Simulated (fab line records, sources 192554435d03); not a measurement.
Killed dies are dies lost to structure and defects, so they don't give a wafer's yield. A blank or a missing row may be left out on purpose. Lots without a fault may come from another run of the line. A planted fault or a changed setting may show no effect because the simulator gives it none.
Split-lot experiment | flow n5_finfet | 7 lots, 21 wafers read, on a route of 1938 steps

THE SPLIT
At N5_FIN_SAQP_PECVD_06 (deposits a-Si from SiH4/He, target thk 60 nm, time 48.1 s), the setting time_s was moved away from the recipe's 48.1 s on 8 of the 21 wafers read, by -10.1% to +14.8%. The other wafers ran this setting at the recipe's value.

FROM THE SPLIT TO THE READING: what the file shows between them, 6 steps
- N5_FIN_SAQP_THK_MEAS_07
- N5_FIN_SAQP_COAT_49: time 60 s, resist thk 100 nm (also split here: time_s)
- N5_FIN_SAQP_COAT_50: time 60 s, resist thk 35 nm
- N5_FIN_SAQP_COAT_10: resist thk 90 nm
- N5_FIN_SAQP_HM_OPEN_73: chemistry CHF3/O2, target SiO2, stops on a-Si, target depth 12 nm, time 16.8 s
- N5_FIN_SAQP_STRIP_74: strips in CHF3/O2

THE READING
oes_product_au, in a.u., at N5_FIN_SAQP_MANDREL_ETCH_22 (etches a-Si in HBr/Cl2, stops on SiNx, target depth 60 nm, bt time 10 s, time 30 s). Fault-free wafers of this fab line usually give 0.770 a.u., standard deviation 0.01 a.u..

wafer  | tool, chamber at the split | time_s as run, s | against the recipe | oes_product_au, a.u. | against lot-mates on the recipe
L076.2 | pecvd-03, 1                | 48.1             | recipe             | 0.764                | -
L076.3 | pecvd-03, 2                | 55.24            | +14.8%             | 0.835                | +0.071
L076.4 | pecvd-03, 0                | 48.1             | recipe             | 0.764                | -
L078.2 | pecvd-03, 1                | 48.1             | recipe             | 0.762                | -
L078.3 | pecvd-03, 2                | 48.1             | recipe             | 0.768                | -
L078.5 | pecvd-03, 0                | 48.1             | recipe             | 0.770                | -
L080.1 | pecvd-03, 2                | 48.1             | recipe             | 0.764                | -
L080.2 | pecvd-03, 0                | 43.24            | -10.1%             | 0.730                | -0.034
L080.3 | pecvd-03, 1                | 43.24            | -10.1%             | 0.720                | -0.044
L083.1 | pecvd-01, 0                | 48.1             | recipe             | 0.776                | -
L083.3 | pecvd-01, 1                | 44.04            | -8.4%              | 0.729                | -0.051
L083.6 | pecvd-01, 2                | 48.1             | recipe             | 0.783                | -
L084.2 | pecvd-04, 0                | 48.1             | recipe             | 0.775                | -
L084.3 | pecvd-04, 2                | 48.1             | recipe             | 0.755                | -
L084.4 | pecvd-04, 2                | 48.1             | recipe             | 0.780                | -
L086.2 | pecvd-04, 2                | 48.1             | recipe             | 0.753                | -
L086.4 | pecvd-04, 0                | 52.51            | +9.2%              | 0.844                | +0.091
L086.6 | pecvd-04, 2                | 52.51            | +9.2%              | 0.799                | +0.046
L097.3 | pecvd-04, 2                | 45.58            | -5.2%              | 0.755                | -0.006
L097.5 | pecvd-04, 1                | 48.1             | recipe             | 0.761                | -
L097.6 | pecvd-04, 2                | 45.58            | -5.2%              | 0.753                | -0.008

THE FIT
A straight line over all 21 wafers: oes_product_au changes by +0.00464 a.u. for each +1% of time_s; r = +0.93; the points scatter about the line by 0.011 a.u..
The same after taking each lot's own level away (the mean of its wafers on the recipe; 21 wafers): +0.00504 a.u. for each +1%; r = +0.92; scatter 0.013 a.u..
On that fit, the largest move of time_s shifts the reading by 0.075 a.u..
The lots' own levels span 0.7530 to 0.7795 a.u., that is 2.7 times the standard deviation above.
So the lot-to-lot level changes the slope little: the two slopes agree.
Check: with one of the wafers moved furthest among these (+14.8%) left out of the fit, the line predicts +0.0843 a.u. for it against its lot-mates. It came out at +0.071 a.u. against them.

OTHER SPLITS ON THESE WAFERS
These wafers also went through other splits before the reading. Each is held against what the fit with the lots' levels taken away leaves over:
other split on the same wafers            | wafers away from the commonest value | r with oes_product_au (lot level and that fit taken away)
N5_ZERO_LAYER_EXPOSE_08 dose_mj           | 4                                    | +0.40
N5_ZERO_LAYER_DESCUM_16 time_s            | 7                                    | -0.15
N5_PMOS_HMC_CHANNEL_EPI_EXPOSE_06 dose_mj | 8                                    | -0.17
N5_PMOS_HMC_CHANNEL_EPI_ETCH_32 bias_w    | 5                                    | -0.01
N5_FIN_SAQP_COAT_49 time_s                | 7                                    | +0.06

THE WHOLE CHAIN: every reading that the file lists as answering this split, in the file's order
step                        | what it does                                                                       | reading                                                                           | change (the file's fit)                   | r (the file's)
N5_FIN_SAQP_PECVD_06        | deposits a-Si from SiH4/He, target thk 60 nm, time 48.1 s                          | a-Si_of_FIN_SAQP_PECVD_06.thk_nm (the simulator's own value, which no gauge read) | +0.579 nm for each +1% of the setting     | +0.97
N5_FIN_SAQP_THK_MEAS_07     |                                                                                    | thk_nm                                                                            | withheld for each +1% of the setting      | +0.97
N5_FIN_SAQP_MANDREL_ETCH_22 | etches a-Si in HBr/Cl2, stops on SiNx, target depth 60 nm, bt time 10 s, time 30 s | oes_product_au                                                                    | +0.00502 a.u. for each +1% of the setting | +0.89
N5_FIN_SAQP_MANDREL_ETCH_22 | etches a-Si in HBr/Cl2, stops on SiNx, target depth 60 nm, bt time 10 s, time 30 s | etch.depth_nm (the simulator's own value, which no gauge read)                    | +0.579 nm for each +1% of the setting     | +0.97

THE FILE'S OWN FIT
oes_product_au changes by +0.00502 a.u. for each +1% of time_s, r = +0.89.
